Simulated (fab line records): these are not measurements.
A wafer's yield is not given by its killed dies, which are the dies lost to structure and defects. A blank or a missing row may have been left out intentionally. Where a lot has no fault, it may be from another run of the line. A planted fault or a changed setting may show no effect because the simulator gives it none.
Struck lot and sound lot, side by side ; flow n5 finfet ; 38 steps out of a route of 1938
Sound: these wafers, L516.3, L516.5, L516.6. Wafers L514.1, L514.2, L514.6 were the ones struck. The cause is given at the end.
Per side, at each step with rows, come the tool, then ch with its chambers, and then its first start. Under that, the readings that differ: sound wafers ; struck wafers ; difference of the means ; sigmas: that difference in standard deviations of wafers without a fault.
alike: words and numbers the same on both sides, and readings whose means are apart by under 2 such deviations; not compared: readings that were withheld, readings missing a value for some wafer, numbers with overlapping values and no deviation given by the record, and bounds like >300 which may hide the same value.
A row with sigmas, a row that says differs or no value, or rows on one side alone: a step with any of these is where the two part. Numbers that don't overlap but have no deviation are shown without sigmas and don't part them. A reading that every wafer of one side lacks parts them only if that side has two wafers or more.

first, 12 steps without rows for these wafers: N5_SD_EPI_P_STRIP_38 (strips in N2/H2); N5_SD_EPI_P_ETCHBACK_46 (etches SiNx in CH3F/O2, stops on SiO2, target depth 17.5 nm); N5_SD_EPI_P_ETCH_47 (etches SiOCN in CH3F/O2, target depth 25 nm); N5_SD_EPI_P_ETCH_16 (etches SiO2 in CHF3/O2, target depth 5 nm); N5_SD_EPI_P_STRIP_50 (strips in CHF3/O2); N5_SD_EPI_P_SD_RECESS_17 (chemistry HBr/Cl2/O2, target depth 39.1 nm, bt time 3 s); N5_SD_EPI_P_WET_ETCH_45 (etches SiO2 in dHF, time 10.7 s, target depth 2 nm, rinse time 30 s); N5_SD_EPI_P_STRIP_40 (strips in N2/H2); N5_SD_EPI_P_PRECLEAN_52 (cleans in O3/DIW, time 60 s); N5_SD_EPI_P_SRD_20 (time 30 s); N5_SD_EPI_P_PRECLEAN_51 (cleans in NF3:NH3, afs cycles 1, time 20 s, sublimation time 60 s); N5_SD_EPI_P_VAPOR_ETCH_44 (etches SiGe30 in NF3/Ar, time 3.3 s).
N5_SD_EPI_P_EPI_21: deposits SiGe:B, time 355 s.
  sound on epi rpcvd-01 ch 0, day 9 03:28; struck on epi rpcvd-02 ch 0, day 8 18:20
reading;sound;struck;difference;sigmas
susceptor temp C (C);549.98 549.98 549.94;- - -;no value on the struck wafers;
model.SiGe-B_of_SD_EPI_P_EPI_21.thk nm (nm);61.8 61.2 61.2;54.2 53.6 54.4;-7.3;
N5_SD_EPI_P_EPI_MEAS_23:
  sound on film metro-01 at day 9 06:04; struck on film metro-02 at day 8 20:32
reading;sound;struck;difference;sigmas
thk nm (nm);63.1 60.0 60.1;52.4 54.2 54.9;-7.2;-5
then, 8 steps without rows for these wafers: N5_SD_EPI_P_HM_STRIP_48 (strips SiNx in H3PO4, material SiNx, target depth 3 nm); N5_SD_EPI_P_SRD_49 (time 30 s); N5_SD_EPI_P_PRECLEAN_24 (cleans in O3/DIW, time 45 s); N5_SD_EPI_P_PRECLEAN_32 (cleans in dHF, time 10 s); N5_SD_EPI_P_PRECLEAN_33 (cleans in SC2, time 45 s); N5_SD_EPI_P_SRD_25 (time 30 s); N5_SD_ACTIVATION_RTA_00 (time 0 s); N5_SD_ACTIVATION_LSA_01 (time 0.0008 s).
N5_SD_ACTIVATION_RS_MEAS_03: uses a four-point probe to measure.
  sound on film metro-02 at day 9 06:43; struck on film metro-01 at day 8 21:16
reading;sound;struck;difference;sigmas
RS_SD_P (ohm/sq);55.2 55.9 55.2;63.5 64.2 63.0;+8.1;+9
  alike: RS_SD_N
then, 12 steps without rows for these wafers: N5_ILD0_LINER_00 (material SiNx, target thk 4 nm, pulse time 1 s, purge time 2 s); N5_ILD0_FCVD_FILL_01 (material SiO2 flowable, target thk 200 nm, time 328.3 s); N5_ILD0_CURE_02 (time 1800 s); N5_ILD0_CMP_03 (polishes, stops on SiNx, t overpolish 1.9 s, target thk 197.38 nm); N5_ILD0_CMP_07 (polishes SiO2 flowable, stops on poly-Si, t overpolish 1.18 s, target thk 138.88 nm); N5_ILD0_PRECLEAN_10 (cleans in NF3:NH3, afs cycles 5, time 20 s, sublimation time 60 s); N5_ILD0_ALD_15 (deposits SiNx, target thk 24 nm, pulse time 1 s, ald cycles 480); N5_ILD0_CMP_12 (polishes SiNx, stops on poly-Si, t overpolish 6 s, target thk 17.67 nm); N5_SDB_HM_DEP_00 (deposits SiNx from SiH4/NH3/N2, target thk 40 nm, time 35.3 s); N5_SDB_COAT_03 (time 60 s, resist thk 100 nm); N5_SDB_COAT_04 (time 60 s, resist thk 18 nm); N5_SDB_COAT_05 (resist thk 90 nm).
N5_MOL_CONTACT_COAG_ETCH_110: etches Si in CF4/O2, target depth 2.5 nm, time 8 s.
  sound on rie diel-01 ch 0,1, day 10 12:38; struck on rie diel-04 ch 0,1,3, day 10 03:05
reading;sound;struck;difference;sigmas
model.SiGe-B_of_SD_EPI_P_EPI_21.thk nm (nm);59 58.4 58.4;51.6 51 51.8;-7.1;
  alike: drypump motor current A, oes_ar_750_au, oes_f_703_au, oes product au, rf vpp V, showerhead plenum p Torr, throttle valve pct
  not compared: rf hours counter h
-- here the record skips 4 days between the struck wafers' starts before and after, leaving off in module MOL_CONTACT_COAG and picking up in module BEOL_M4 (first step shown: number 1111 of the route) --
N5_BEOL_M4_RC_MEAS_101:
  sound on prober-02 ch 0, day 14 10:34; struck on prober-02 ch 0, day 13 18:02
reading;sound;struck;difference;sigmas
REXT_P (ohm.um);99.7 100.3 99.8;109.0 109.5 110.4;+9.7;+4
RS_SD_P (ohm/sq);65.6 66.0 65.5;74.3 74.9 74.1;+8.7;+8
  alike: DIBL_N, DIBL_P, IOFF_N, IOFF_P, ION_N, ION_P, SS_N, SS_P, VT_N, VT_P
-- here the record skips 5 days between the struck wafers' starts before and after, leaving off in module BEOL_M4 and picking up in module PASSIVATION (first step shown: number 1936 of the route) --
N5_PASSIVATION_PROBE_49:
  rows exist in the record for the struck wafers here (prober-02, day 18 07:01), but not for the sound ones

WHERE THEY PART
Last at N5_PASSIVATION_PROBE_49 as far as this record goes, first at N5_SD_EPI_P_EPI_21.

WHY: whatever the simulator had introduced
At N5_SD_EPI_P_EPI_21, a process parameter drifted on epi rpcvd-02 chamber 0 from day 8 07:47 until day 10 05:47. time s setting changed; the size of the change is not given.
